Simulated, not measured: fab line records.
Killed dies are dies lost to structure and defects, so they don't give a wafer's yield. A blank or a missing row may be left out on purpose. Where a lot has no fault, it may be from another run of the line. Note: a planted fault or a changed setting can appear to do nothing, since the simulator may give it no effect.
Matching of chambers	flow n5_finfet	4 sister chambers for N5_BEOL_M12_ETCH_67 on rie_diel-04
The step etches SiARC in CF4, target depth 143 nm, time 238.3 s. 27 wafers are shown with their chamber, then 12 later ones without.

== WAFERS, EACH WITH ITS CHAMBER ==
wafer	chamber	drypump_motor_current_A (A)	showerhead_plenum_p_Torr (Torr)	throttle_valve_pct (%)
L074.1	1	5.6	2.15	15.74
L074.3	3	5.6	2.20	15.67
L074.4	2	6.0	2.15	15.35
L075.2	0	5.3	2.12	15.67
L075.5	0	5.3	2.12	15.65
L075.6	1	5.5	2.15	15.73
L076.1	1	5.5	2.15	15.75
L076.2	2	6.0	2.14	15.37
L076.4	3	5.6	2.20	15.71
L079.1	2	6.0	2.14	15.39
L079.3	0	5.3	2.11	15.68
L079.4	1	5.6	2.15	15.75
L080.2	1	5.5	2.15	15.75
L080.5	2	6.0	2.14	15.38
L080.6	1	5.5	2.15	15.76
L082.2	0	5.3	2.11	15.70
L082.4	0	5.3	2.11	15.71
L082.5	1	5.5	2.14	15.78
L088.1	1	5.5	2.14	15.82
L088.2	0	5.3	2.11	15.19
L088.5	3	5.6	2.19	15.74
L087.1	1	5.5	2.14	15.80
L087.5	0	5.3	2.11	15.19
L087.6	1	5.5	2.14	15.82
L093.3	1	5.5	2.14	15.83
L093.5	2	6.0	2.13	15.46
L093.6	3	5.6	2.19	15.77

SIGNATURES (averages over the wafers above)
reading	chamber 0	chamber 1	chamber 2	chamber 3	scatter within a chamber
drypump_motor_current_A	5.300	5.518	6.000	5.600	0.0267
showerhead_plenum_p_Torr	2.1129	2.1455	2.1400	2.1950	0.00558
throttle_valve_pct	15.5414	15.7755	15.3900	15.7225	0.127
Rule: a wafer's distance from a chamber is the root of the sum, over the readings, of the square of ((its reading less the chamber's mean) divided by the reading's scatter). The wafer belongs to the nearest chamber; if the next one is less than 2 further off, it can't be placed. The scatter: take each reading less its chamber's mean, square it, sum over the shown wafers, divide by the number of wafers less the number of chambers, and take the root.

== WAFERS WITHOUT THEIR CHAMBER ==
wafer	drypump_motor_current_A (A)	showerhead_plenum_p_Torr (Torr)	throttle_valve_pct (%)
L094.2	6.0	2.13	15.45
L094.3	5.6	2.19	15.75
L094.5	6.0	2.13	15.44
L097.3	5.6	2.19	15.77
L097.5	5.9	2.13	15.46
L097.6	5.5	2.13	15.84
L096.2	5.3	2.10	15.23
L096.4	5.6	2.19	15.78
L096.5	5.3	2.10	15.21
L091.3	6.0	2.13	15.47
L091.4	5.3	2.10	15.22
L091.5	6.0	2.13	15.46

== THE CHAMBER EACH PASSED THROUGH ==
wafer	from the rows above	in truth
L094.2	2	2
L094.3	3	3
L094.5	2	2
L097.3	3	3
L097.5	2	2
L097.6	1	1
L096.2	0	0
L096.4	3	3
L096.5	0	0
L091.3	2	2
L091.4	0	0
L091.5	2	2
Correctly placed: 12 of 12. Can't be placed from these rows: 0. Wrongly placed: 0.
